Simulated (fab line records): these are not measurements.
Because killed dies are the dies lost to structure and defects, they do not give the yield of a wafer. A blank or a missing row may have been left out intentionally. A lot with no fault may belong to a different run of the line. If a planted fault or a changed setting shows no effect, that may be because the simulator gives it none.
Which tool was responsible?    flow n5-finfet    12 lots, 34 wafers sampled, at 5 steps of a route of 1938

## WHAT THE GAUGES SHOWED, per wafer
The record lacks any reading of a measuring or inspecting step that a usual standard deviation could be used to judge.

## TOOL THAT RAN EACH LOT (tool first, then ch and the chambers of the sampled wafers, then the start)
lot   N5_BEOL_M9_CURE_72             N5_BEOL_M9_CMP_52              N5_BEOL_M10_CURE_71            N5_BEOL_M10_COAT_59                N5_PASSIVATION_PROBE_49
L544  uv-cure-02 ch 1, day 9 15:11   cmp-04 ch 0,1,2, day 9 16:54   uv-cure-02 ch 1, day 9 17:24   litho-track-04 ch 0, day 9 18:55   -
L545  uv-cure-02 ch 1, day 9 17:53   cmp-04 ch 0,1,2, day 9 20:10   uv-cure-01 ch 0, day 9 20:49   litho-track-04 ch 0, day 9 23:20   -
L552  uv-cure-02 ch 0, day 12 01:55  cmp-03 ch 0,2, day 12 05:59    uv-cure-03 ch 0, day 12 06:31  litho-track-04 ch 0, day 12 08:03  -
L555  uv-cure-02 ch 1, day 12 08:49  cmp-02 ch 0,3, day 12 12:06    uv-cure-02 ch 2, day 12 12:46  litho-track-04 ch 0, day 12 17:26  -
L557  uv-cure-01 ch 2, day 13 04:59  cmp-02 ch 0,1,2, day 13 06:31  uv-cure-02 ch 1, day 13 07:05  litho-track-02 ch 0, day 13 08:28  -
L559  uv-cure-02 ch 0, day 13 18:52  cmp-03 ch 2,3, day 13 21:12    uv-cure-02 ch 2, day 13 21:51  litho-track-02 ch 0, day 13 23:56  -
L558  uv-cure-02 ch 2, day 13 20:06  cmp-02 ch 0,2,3, day 13 22:34  uv-cure-01 ch 1, day 13 23:13  litho-track-02 ch 0, day 14 00:15  -
L561  uv-cure-01 ch 2, day 14 04:55  cmp-03 ch 1,2, day 14 06:52    uv-cure-01 ch 0, day 14 07:33  litho-track-02 ch 0, day 14 09:02  prober-01, day 16 13:41
L565  uv-cure-01 ch 0, day 14 20:55  cmp-03 ch 1,2, day 14 23:41    uv-cure-01 ch 2, day 15 00:46  litho-track-04 ch 0, day 15 02:32  -
L564  uv-cure-03 ch 2, day 14 20:57  cmp-04 ch 0,2,3, day 14 23:46  uv-cure-02 ch 2, day 15 00:17  litho-track-03 ch 0, day 15 02:26  -
L563  uv-cure-03 ch 2, day 14 21:16  cmp-03 ch 0,2, day 15 00:37    uv-cure-02 ch 1, day 15 01:11  litho-track-02 ch 0, day 15 02:50  prober-01, day 17 12:18
L566  uv-cure-01 ch 2, day 15 04:17  cmp-03 ch 0,3, day 15 06:07    uv-cure-01 ch 1, day 15 06:41  litho-track-04 ch 0, day 15 08:47  -
- N5_BEOL_M9_CURE_72: cures SiCOH lowk, time 120 s.
- N5_BEOL_M9_CMP_52: polishes, stops on SiCOH lowk, t overpolish 7 s, target thk 140 nm.
- N5_BEOL_M10_CURE_71: cures SiCOH lowk, time 240 s.
- N5_BEOL_M10_COAT_59: time 60 s, resist thk 100 nm.
- N5_PASSIVATION_PROBE_49

## AS READ BY THE TOOLS THEMSELVES (means over the sampled wafers that have a number; for cases with no such wafer, the mark the record gives instead)
N5_BEOL_M9_CURE_72. Usual: lamp-power-pct 52.31 %, standard deviation 0.056; wafer_temp_C_max 371.6, standard deviation 0.54.
lot   tool        lamp-power-pct (%)  wafer_temp_C_max  flag
L544  uv-cure-02  52.30               371.7             
L545  uv-cure-02  52.36               371.8             
L552  uv-cure-02  52.31               371.0             
L555  uv-cure-02  52.25               371.6             
L557  uv-cure-01  52.31               371.5             
L559  uv-cure-02  52.37               371.1             
L558  uv-cure-02  52.29               372.7             
L561  uv-cure-01  52.35               370.8             
L565  uv-cure-01  52.28               372.6             
L564  uv-cure-03  52.31               371.2             
L563  uv-cure-03  52.32               371.4             
L566  uv-cure-01  52.33               371.3             

N5_BEOL_M9_CMP_52. Usual: barrier-field-endpoint-s 28.8 s, standard deviation 0.88; clearing-platen-rpm 50.001 rpm, standard deviation 0.026; motor-current-A 5.9 A, standard deviation 0.59; overpolish-run-s 7.001 s, standard deviation 0.0091; time-to-endpoint-s 66 s, standard deviation 3.9.
lot   tool    barrier-field-endpoint-s (s)  clearing-platen-rpm (rpm)  motor-current-A (A)  overpolish-run-s (s)  time-to-endpoint-s (s)  flag
L544  cmp-04  28.6                          50.024                     5.8                  7.004                 64                      
L545  cmp-04  28.5                          49.988                     5.6                  7.001                 66                      
L552  cmp-03  28.1                          50.009                     5.1                  7.005                 63                      
L555  cmp-02  28.3                          49.997                     6.0                  7.011                 62                      
L557  cmp-02  28.6                          50.016                     6.1                  7.009                 63                      
L559  cmp-03  29.4                          50.007                     5.7                  6.999                 68                      
L558  cmp-02  28.6                          50.019                     6.3                  6.988                 63                      
L561  cmp-03  30.2                          49.995                     6.0                  6.999                 67                      
L565  cmp-03  28.5                          50.020                     5.8                  6.996                 67                      
L564  cmp-04  28.3                          50.000                     6.0                  6.999                 65                      
L563  cmp-03  29.5                          49.970                     5.3                  7.008                 66                      
L566  cmp-03  30.0                          49.987                     6.2                  7.002                 68                      

N5_BEOL_M10_CURE_71. Usual: lamp-power-pct 52.32 %, standard deviation 0.057; wafer_temp_C_max 386.7, standard deviation 0.54.
lot   tool        lamp-power-pct (%)  wafer_temp_C_max  flag
L544  uv-cure-02  52.28               387.0             
L545  uv-cure-01  52.33               387.2             
L552  uv-cure-03  52.31               386.7             
L555  uv-cure-02  52.29               387.2             
L557  uv-cure-02  52.38               386.4             
L559  uv-cure-02  52.29               387.1             
L558  uv-cure-01  52.34               386.3             
L561  uv-cure-01  52.35               387.8             
L565  uv-cure-01  52.27               386.4             
L564  uv-cure-02  52.29               386.5             
L563  uv-cure-02  52.28               386.5             
L566  uv-cure-01  52.30               386.6             

N5_BEOL_M10_COAT_59. Usual: spin-speed-rpm reads 1499.9 rpm (standard deviation 0.92).
lot   tool            spin-speed-rpm (rpm)  flag
L544  litho-track-04  1500.1                
L545  litho-track-04  1500.2                
L552  litho-track-04  1460.4                OFF
L555  litho-track-04  1460.8                OFF
L557  litho-track-02  1499.7                
L559  litho-track-02  1500.0                
L558  litho-track-02  1500.0                
L561  litho-track-02  1499.4                
L565  litho-track-04  1498.8                
L564  litho-track-03  1501.0                
L563  litho-track-02  1499.8                
L566  litho-track-04  1500.7                

N5_PASSIVATION_PROBE_49. Usual: defect-limited-yield 91.1 %, standard deviation 1.4; killed_at_M0_to_M3 32, standard deviation 9.4; killed_at_M4_up 14, standard deviation 5.1; killed-at-contacts 11, standard deviation 5.5; killed-at-front-end 44, standard deviation 13; killed-at-other 4, standard deviation 3.2; killed-dies 104, standard deviation 16; killed-open 70, standard deviation 12; killed-short 33, standard deviation 7.8; sort_bin_4_leakage 0.01 %, standard deviation 0.057; sort_bin_5_function 5.1 %, standard deviation 0.91; sort_bin_6_memory 3.4 %, standard deviation 0.63; sort-n-pass 1075, standard deviation 16; sort-yield-pct 91.2 %, standard deviation 1.4.
lot   tool       defect-limited-yield (%)  killed_at_M0_to_M3  killed_at_M4_up  killed-at-contacts  killed-at-front-end  killed-at-other  killed-dies  killed-open  killed-short  sort_bin_4_leakage (%)  sort_bin_5_function (%)  sort_bin_6_memory (%)  sort-n-pass  sort-yield-pct (%)  flag
L561  prober-01  91.8                      30                  14               16                  34                   2                96           69           26            0.00                    5.0                      2.8                    1084         91.8                
L563  prober-01  90.6                      21                  19               6                   56                   9                111          75           36            0.00                    5.2                      4.0                    1069         90.6                

## THE ANSWER, worked out from the rows above alone
Rule: a lot counts as off when the mean over its wafers that have a number is more than 3 standard deviations away from the usual mean. A lot without any number at a reading at which 4 lots or more have one is off too. The other lots that the step has rows for count as sound. Order of review: gauges by route order, followed by the tools' own readings, for which a lot's mean as printed above is used. At the first step where some lot is off, the reading lying furthest off is the one used; lots without a number count as furthest.
Off at N5_BEOL_M10_COAT_59 (spin-speed-rpm): L552, L555.
If a tool, at that step or one of the process steps before it, ran each lot that is off and ran no sound lot following the first of them, it fits. Not one of the candidates tried fits.

## WHAT THE SIMULATOR HAD INSERTED
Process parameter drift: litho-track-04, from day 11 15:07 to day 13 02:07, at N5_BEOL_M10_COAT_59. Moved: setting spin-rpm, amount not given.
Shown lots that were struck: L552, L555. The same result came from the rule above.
